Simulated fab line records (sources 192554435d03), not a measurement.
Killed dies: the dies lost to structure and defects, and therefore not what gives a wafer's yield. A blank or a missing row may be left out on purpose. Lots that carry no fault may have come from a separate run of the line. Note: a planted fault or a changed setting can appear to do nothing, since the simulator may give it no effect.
Matching of chambers | flow n5 finfet | N5_MOL_CONTACT_COAG_DESCUM_88 on rie diel-01: 4 sister chambers
The step chemistry O2, time 7 s. 14 wafers are shown with their chamber, then 7 later ones without.

== WAFERS PAIRED WITH THEIR CHAMBERS ==
wafer  | chamber | showerhead plenum p Torr (Torr) | throttle valve pct (%) | drypump motor current A (A)
L074.1 | 3       | 2.22                            | 20.82                  | 6.2
L074.5 | 3       | 2.22                            | 20.83                  | 6.2
L074.6 | 1       | 2.03                            | 20.63                  | 6.1
L075.1 | 3       | 2.22                            | 20.82                  | 6.2
L075.2 | 1       | 2.03                            | 20.61                  | 6.1
L075.4 | 0       | 2.15                            | 20.60                  | 5.9
L076.4 | 0       | 2.15                            | 20.62                  | 5.9
L076.5 | 3       | 2.22                            | 20.82                  | 6.3
L076.6 | 2       | 2.24                            | 19.99                  | 5.6
L078.1 | 1       | 2.03                            | 20.65                  | 6.1
L078.4 | 3       | 2.22                            | 20.82                  | 6.2
L078.6 | 0       | 2.15                            | 20.63                  | 5.9
L079.4 | 2       | 2.24                            | 20.01                  | 5.6
L079.5 | 1       | 2.02                            | 20.66                  | 6.1

SIGNATURES (averages over the wafers above)
reading                  | chamber 0 | chamber 1 | chamber 2 | chamber 3 | scatter within a chamber
showerhead plenum p Torr | 2.1500    | 2.0275    | 2.2400    | 2.2200    | 0.00274
throttle valve pct       | 20.6167   | 20.6375   | 20.0000   | 20.8220   | 0.0149
drypump motor current A  | 5.900     | 6.100     | 5.600     | 6.220     | 0.0283
Rule: for each reading, subtract the chamber's mean from the wafer's reading, divide by that reading's scatter and square the result; add these up over the readings and take the root, which gives the wafer's distance from the chamber. If the next closest chamber is less than 2 further off than the closest, the wafer can't be placed; otherwise it belongs to the closest. The scatter: the root of (the sum of the squares of (reading less its chamber's mean) over the shown wafers, divided by (wafers less chambers)).

== WAFERS WITHOUT THEIR CHAMBER ==
wafer  | showerhead plenum p Torr (Torr) | throttle valve pct (%) | drypump motor current A (A)
L079.6 | 2.22                            | 20.85                  | 6.2
L088.1 | 2.14                            | 20.20                  | 5.9
L088.2 | 2.21                            | 20.88                  | 6.2
L088.3 | 2.23                            | 20.05                  | 5.6
L093.1 | 2.01                            | 20.70                  | 6.1
L093.4 | 2.23                            | 20.06                  | 5.6
L093.6 | 2.23                            | 20.05                  | 5.6

== WHICH CHAMBER EACH WENT THROUGH ==
wafer  | from the rows above | in truth
L079.6 | 3                   | 3
L088.1 | 0                   | 0
L088.2 | 3                   | 3
L088.3 | 2                   | 2
L093.1 | 1                   | 1
L093.4 | 2                   | 2
L093.6 | 2                   | 2
Placed correctly: 7 of 7. Can't be placed from these rows: 0. Wrongly placed: 0.
